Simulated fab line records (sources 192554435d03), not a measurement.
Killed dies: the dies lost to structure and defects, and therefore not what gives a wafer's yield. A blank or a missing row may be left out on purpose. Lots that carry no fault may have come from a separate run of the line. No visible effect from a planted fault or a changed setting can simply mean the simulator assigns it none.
Which tool did it? || flow n5-finfet || Sampling: 11 lots, 31 wafers, 4 of 1938 route steps

== WHAT THE GAUGES SHOWED, per wafer ==
N5_BEOL_M4_RC_MEAS_101. Usual: DIBL_N 36.1 mV/V, standard deviation 1.5; DIBL_P 36.1 mV/V, standard deviation 1.9; IOFF_N 0.159 nA/um, standard deviation 0.029; IOFF_P 0.21 nA/um, standard deviation 0.038; ION_N 675 uA/um, standard deviation 11; ION_P 464 uA/um, standard deviation 8.1; SS_N 71.5 mV/dec, standard deviation 0.57; SS_P 73.3 mV/dec, standard deviation 0.64; VT_N 249 mV, standard deviation 3.1; VT_P -250 mV, standard deviation 3.8.
{"lot": "L886", "measured": "day 7 14:54", "on": "prober-01", "DIBL_N (mV/V)": "37.0 35.4 37.2", "DIBL_P (mV/V)": "37.6 34.6 38.3", "IOFF_N (nA/um)": "0.149 0.118 0.144", "IOFF_P (nA/um)": "0.21 0.17 0.22", "ION_N (uA/um)": "664 654 664", "ION_P (uA/um)": "462 457 461", "SS_N (mV/dec)": "71.6 71.8 71.6", "SS_P (mV/dec)": "73.3 72.9 73.2", "VT_N (mV)": "249 255 252", "VT_P (mV)": "-251 -254 -251", "flag": ""}
{"lot": "L887", "measured": "day 8 06:20", "on": "prober-01", "DIBL_N (mV/V)": "36.9 36.2 36.3", "DIBL_P (mV/V)": "35.9 35.2 34.8", "IOFF_N (nA/um)": "0.156 0.148 0.152", "IOFF_P (nA/um)": "0.20 0.19 0.18", "ION_N (uA/um)": "667 675 658", "ION_P (uA/um)": "456 457 453", "SS_N (mV/dec)": "71.5 71.4 71.5", "SS_P (mV/dec)": "72.8 73.0 72.6", "VT_N (mV)": "250 251 253", "VT_P (mV)": "-250 -252 -252", "flag": ""}
{"lot": "L888", "measured": "day 8 08:42", "on": "prober-02", "DIBL_N (mV/V)": "33.6 35.6 36.6", "DIBL_P (mV/V)": "32.4 35.8 36.9", "IOFF_N (nA/um)": "0.118 0.147 0.173", "IOFF_P (nA/um)": "0.18 0.22 0.24", "ION_N (uA/um)": "668 680 691", "ION_P (uA/um)": "461 471 471", "SS_N (mV/dec)": "71.4 72.0 72.1", "SS_P (mV/dec)": "72.6 73.4 73.4", "VT_N (mV)": "257 251 248", "VT_P (mV)": "-248 -249 -249", "flag": ""}
{"lot": "L889", "measured": "day 8 09:32", "on": "prober-01", "DIBL_N (mV/V)": "37.8 35.9 36.7", "DIBL_P (mV/V)": "37.3 34.2 36.4", "IOFF_N (nA/um)": "0.161 0.137 0.148", "IOFF_P (nA/um)": "0.24 0.19 0.22", "ION_N (uA/um)": "666 672 654", "ION_P (uA/um)": "464 462 454", "SS_N (mV/dec)": "71.8 72.3 71.5", "SS_P (mV/dec)": "73.8 72.5 73.3", "VT_N (mV)": "249 250 253", "VT_P (mV)": "-246 -249 -247", "flag": ""}
{"lot": "L891", "measured": "day 9 02:39", "on": "prober-01", "DIBL_N (mV/V)": "34.6 37.2 35.8", "DIBL_P (mV/V)": "34.2 38.0 36.5", "IOFF_N (nA/um)": "0.129 0.189 0.154", "IOFF_P (nA/um)": "0.18 0.25 0.22", "ION_N (uA/um)": "665 684 676", "ION_P (uA/um)": "463 471 469", "SS_N (mV/dec)": "71.2 72.2 71.4", "SS_P (mV/dec)": "72.7 74.2 73.1", "VT_N (mV)": "252 248 248", "VT_P (mV)": "-254 -248 -250", "flag": ""}
{"lot": "L894", "measured": "day 10 03:05", "on": "prober-02", "DIBL_N (mV/V)": "37.8 37.4 36.2", "DIBL_P (mV/V)": "38.2 37.0 36.6", "IOFF_N (nA/um)": "0.171 0.156 0.140", "IOFF_P (nA/um)": "0.24 0.21 0.21", "ION_N (uA/um)": "679 670 657", "ION_P (uA/um)": "470 456 465", "SS_N (mV/dec)": "72.0 71.8 71.6", "SS_P (mV/dec)": "74.1 73.5 73.0", "VT_N (mV)": "250 254 249", "VT_P (mV)": "-249 -249 -250", "flag": ""}
{"lot": "L898", "measured": "day 11 05:29", "on": "prober-01", "DIBL_N (mV/V)": "33.0 36.2 33.8", "DIBL_P (mV/V)": "32.4 35.5 33.0", "IOFF_N (nA/um)": "0.104 0.145 0.109", "IOFF_P (nA/um)": "0.15 0.18 0.15", "ION_N (uA/um)": "660 664 668", "ION_P (uA/um)": "446 456 453", "SS_N (mV/dec)": "70.9 71.4 71.1", "SS_P (mV/dec)": "72.5 73.0 72.2", "VT_N (mV)": "255 252 256", "VT_P (mV)": "-254 -253 -254", "flag": ""}
{"lot": "L901", "measured": "day 11 15:29", "on": "prober-01", "DIBL_N (mV/V)": "34.6 34.1 37.3", "DIBL_P (mV/V)": "33.0 32.4 36.1", "IOFF_N (nA/um)": "0.133 0.122 0.177", "IOFF_P (nA/um)": "0.17 0.16 0.21", "ION_N (uA/um)": "675 666 684", "ION_P (uA/um)": "462 459 467", "SS_N (mV/dec)": "70.8 71.0 71.5", "SS_P (mV/dec)": "72.3 72.4 74.1", "VT_N (mV)": "248 252 248", "VT_P (mV)": "-253 -255 -251", "flag": ""}
{"lot": "L902", "measured": "day 12 02:38", "on": "prober-01", "DIBL_N (mV/V)": "32.5 35.7", "DIBL_P (mV/V)": "32.2 35.1", "IOFF_N (nA/um)": "0.111 0.150", "IOFF_P (nA/um)": "0.17 0.21", "ION_N (uA/um)": "667 663", "ION_P (uA/um)": "464 458", "SS_N (mV/dec)": "70.8 71.1", "SS_P (mV/dec)": "72.5 73.2", "VT_N (mV)": "253 249", "VT_P (mV)": "-254 -248", "flag": ""}
{"lot": "L907", "measured": "day 13 12:38", "on": "prober-02", "DIBL_N (mV/V)": "35.6 34.5", "DIBL_P (mV/V)": "36.6 34.6", "IOFF_N (nA/um)": "0.159 0.131", "IOFF_P (nA/um)": "0.20 0.17", "ION_N (uA/um)": "674 664", "ION_P (uA/um)": "456 456", "SS_N (mV/dec)": "71.3 71.1", "SS_P (mV/dec)": "72.6 73.1", "VT_N (mV)": "247 252", "VT_P (mV)": "-252 -255", "flag": ""}
{"lot": "L909", "measured": "day 14 09:27", "on": "prober-01", "DIBL_N (mV/V)": "36.2 36.6 34.8", "DIBL_P (mV/V)": "36.8 36.4 36.0", "IOFF_N (nA/um)": "0.181 0.180 0.168", "IOFF_P (nA/um)": "0.23 0.23 0.23", "ION_N (uA/um)": "684 680 686", "ION_P (uA/um)": "469 468 473", "SS_N (mV/dec)": "71.1 70.9 71.5", "SS_P (mV/dec)": "73.3 72.5 73.6", "VT_N (mV)": "247 246 244", "VT_P (mV)": "-247 -248 -247", "flag": ""}

N5_BEOL_M5_INSPECT_58: inspects for defects (darkfield). Usual: 65 for raw-defect-count, sd 23.
{"lot": "L886", "measured": "day 8 01:58", "on": "defect-inspect-02", "raw-defect-count": "60 51 46", "flag": ""}
{"lot": "L887", "measured": "day 8 17:38", "on": "defect-inspect-02", "raw-defect-count": "31 40 40", "flag": ""}
{"lot": "L888", "measured": "day 8 20:53", "on": "defect-inspect-01", "raw-defect-count": "59 91 55", "flag": ""}
{"lot": "L889", "measured": "day 8 21:37", "on": "defect-inspect-02", "raw-defect-count": "129 158 84", "flag": ""}
{"lot": "L891", "measured": "day 9 15:38", "on": "defect-inspect-01", "raw-defect-count": "33 51 83", "flag": ""}
{"lot": "L894", "measured": "day 10 15:43", "on": "defect-inspect-02", "raw-defect-count": "86 75 59", "flag": ""}
{"lot": "L898", "measured": "day 11 17:41", "on": "defect-inspect-01", "raw-defect-count": "66 65 53", "flag": ""}
{"lot": "L901", "measured": "day 12 02:47", "on": "defect-inspect-02", "raw-defect-count": "42 114 37", "flag": ""}
{"lot": "L902", "measured": "day 12 15:28", "on": "defect-inspect-02", "raw-defect-count": "75 77", "flag": ""}
{"lot": "L907", "measured": "day 13 23:57", "on": "defect-inspect-02", "raw-defect-count": "53 57", "flag": ""}
{"lot": "L909", "measured": "day 14 21:00", "on": "defect-inspect-01", "raw-defect-count": "69 80 104", "flag": ""}

== TOOL THAT RAN EACH LOT (tool first, then ch and the chambers of the sampled wafers, then the start) ==
{"lot": "L886", "N5_BEOL_M5_ANNEAL_84": "pvd-sputter-01, day 7 22:47", "N5_BEOL_M5_ANNEAL_89": "pvd-sputter-01, day 7 23:53"}
{"lot": "L887", "N5_BEOL_M5_ANNEAL_84": "pvd-sputter-01, day 8 14:26", "N5_BEOL_M5_ANNEAL_89": "pvd-sputter-01, day 8 15:32"}
{"lot": "L888", "N5_BEOL_M5_ANNEAL_84": "pvd-sputter-03, day 8 17:42", "N5_BEOL_M5_ANNEAL_89": "pvd-sputter-03, day 8 18:47"}
{"lot": "L889", "N5_BEOL_M5_ANNEAL_84": "pvd-sputter-02, day 8 18:19", "N5_BEOL_M5_ANNEAL_89": "pvd-sputter-02, day 8 19:23"}
{"lot": "L891", "N5_BEOL_M5_ANNEAL_84": "pvd-sputter-03, day 9 12:19", "N5_BEOL_M5_ANNEAL_89": "pvd-sputter-03, day 9 13:25"}
{"lot": "L894", "N5_BEOL_M5_ANNEAL_84": "pvd-sputter-01, day 10 12:30", "N5_BEOL_M5_ANNEAL_89": "pvd-sputter-01, day 10 13:35"}
{"lot": "L898", "N5_BEOL_M5_ANNEAL_84": "pvd-sputter-01, day 11 14:28", "N5_BEOL_M5_ANNEAL_89": "pvd-sputter-01, day 11 15:33"}
{"lot": "L901", "N5_BEOL_M5_ANNEAL_84": "pvd-sputter-02, day 11 23:35", "N5_BEOL_M5_ANNEAL_89": "pvd-sputter-02, day 12 00:40"}
{"lot": "L902", "N5_BEOL_M5_ANNEAL_84": "pvd-sputter-01, day 12 12:16", "N5_BEOL_M5_ANNEAL_89": "pvd-sputter-01, day 12 13:21"}
{"lot": "L907", "N5_BEOL_M5_ANNEAL_84": "pvd-sputter-01, day 13 20:30", "N5_BEOL_M5_ANNEAL_89": "pvd-sputter-01, day 13 21:35"}
{"lot": "L909", "N5_BEOL_M5_ANNEAL_84": "pvd-sputter-02, day 14 17:43", "N5_BEOL_M5_ANNEAL_89": "pvd-sputter-02, day 14 18:48"}
- N5_BEOL_M5_ANNEAL_84: time 1800 s.
- N5_BEOL_M5_ANNEAL_89: time 1800 s.

== AS READ BY THE TOOLS THEMSELVES (means over the sampled wafers that have a number; for cases with no such wafer, the mark the record gives instead) ==
N5_BEOL_M5_ANNEAL_84. Usual: 812 W for heater-power-w, sd 74.
{"lot": "L886", "tool": "pvd-sputter-01", "heater-power-w (W)": 806, "flag": ""}
{"lot": "L887", "tool": "pvd-sputter-01", "heater-power-w (W)": 819, "flag": ""}
{"lot": "L888", "tool": "pvd-sputter-03", "heater-power-w (W)": 760, "flag": ""}
{"lot": "L889", "tool": "pvd-sputter-02", "heater-power-w (W)": 838, "flag": ""}
{"lot": "L891", "tool": "pvd-sputter-03", "heater-power-w (W)": 820, "flag": ""}
{"lot": "L894", "tool": "pvd-sputter-01", "heater-power-w (W)": 834, "flag": ""}
{"lot": "L898", "tool": "pvd-sputter-01", "heater-power-w (W)": 866, "flag": ""}
{"lot": "L901", "tool": "pvd-sputter-02", "heater-power-w (W)": 834, "flag": ""}
{"lot": "L902", "tool": "pvd-sputter-01", "heater-power-w (W)": 770, "flag": ""}
{"lot": "L907", "tool": "pvd-sputter-01", "heater-power-w (W)": 919, "flag": ""}
{"lot": "L909", "tool": "pvd-sputter-02", "heater-power-w (W)": 834, "flag": ""}

N5_BEOL_M5_ANNEAL_89. Usual: 810 W for heater-power-w, sd 76.
{"lot": "L886", "tool": "pvd-sputter-01", "heater-power-w (W)": 818, "flag": ""}
{"lot": "L887", "tool": "pvd-sputter-01", "heater-power-w (W)": 800, "flag": ""}
{"lot": "L888", "tool": "pvd-sputter-03", "heater-power-w (W)": 745, "flag": ""}
{"lot": "L889", "tool": "pvd-sputter-02", "heater-power-w (W)": 836, "flag": ""}
{"lot": "L891", "tool": "pvd-sputter-03", "heater-power-w (W)": 804, "flag": ""}
{"lot": "L894", "tool": "pvd-sputter-01", "heater-power-w (W)": 815, "flag": ""}
{"lot": "L898", "tool": "pvd-sputter-01", "heater-power-w (W)": 879, "flag": ""}
{"lot": "L901", "tool": "pvd-sputter-02", "heater-power-w (W)": 840, "flag": ""}
{"lot": "L902", "tool": "pvd-sputter-01", "heater-power-w (W)": 767, "flag": ""}
{"lot": "L907", "tool": "pvd-sputter-01", "heater-power-w (W)": 882, "flag": ""}
{"lot": "L909", "tool": "pvd-sputter-02", "heater-power-w (W)": 845, "flag": ""}

== THE ANSWER, worked out from the rows above alone ==
Rule: take the mean of a lot's wafers that have a number; if it is more than 3 standard deviations from the usual mean, the lot is off. A lot without any number at a reading at which 4 lots or more have one is off too. Any other lot the step has rows for is counted as sound. The gauges are gone through in route order, then the tools' own readings, and for those a lot's mean is taken as printed above. The first step at which some lot is off is used, and at that step the reading that is off furthest; a lot without a number counts as furthest.
No lot is off at any reading shown: from this, nothing can be told.

== WHAT WAS PUT IN BY THE SIMULATOR ==
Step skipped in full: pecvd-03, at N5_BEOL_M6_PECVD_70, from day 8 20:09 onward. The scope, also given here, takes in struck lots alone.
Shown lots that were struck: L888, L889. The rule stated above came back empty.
